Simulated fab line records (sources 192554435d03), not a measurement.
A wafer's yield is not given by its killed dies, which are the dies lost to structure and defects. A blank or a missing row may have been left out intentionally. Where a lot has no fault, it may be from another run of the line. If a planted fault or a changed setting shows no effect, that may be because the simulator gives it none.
Matching of chambers	flow n5Finfet	N5_FIN_SAQP_ETCH_69 on rieDiel-04 has 4 sister chambers
The step etches SOC in N2/H2, stops on SiNx, target depth 150 nm. 4 wafers are shown with their chamber, then 11 later ones without.

WAFERS PAIRED WITH THEIR CHAMBERS
wafer	chamber	showerheadPlenumPTorr (Torr)
L082.4	3	2.64
L085.3	0	2.43
L085.4	1	2.57
L086.1	2	2.64

WAFERS WITH NO CHAMBER GIVEN
wafer	showerheadPlenumPTorr (Torr)
L086.3	2.43
L086.5	2.56
L089.1	2.56
L089.2	2.43
L089.6	2.56
L091.4	2.56
L091.5	2.63
L091.6	2.43
L095.4	2.63
L095.5	2.56
L095.6	2.42

WHICH CHAMBER EACH WENT THROUGH
wafer	from the rows above	in truth
L086.3	0	0
L086.5	1	1
L089.1	1	1
L089.2	0	0
L089.6	1	1
L091.4	1	1
L091.5	can't be placed: 2 or 3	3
L091.6	0	0
L095.4	can't be placed: 2 or 3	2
L095.5	1	1
L095.6	0	0
Correctly placed: 9 of 11. Unplaceable from these rows: 2, with the true chamber sitting among the candidates in 2. Placed wrongly: 0.
How it was worked out, from the rows above alone: a wafer's distance from a chamber is the root of the sum, over the readings, of the square of ((its reading less the chamber's mean) divided by the reading's scatter). The wafer belongs to the nearest chamber; if the next one is less than 2 further off, it can't be placed. For every chamber, the mean is computed from those of its wafers that are shown. The scatter: root of mean squared gap, hidden wafer to nearest shown wafer, with one shown wafer a chamber.
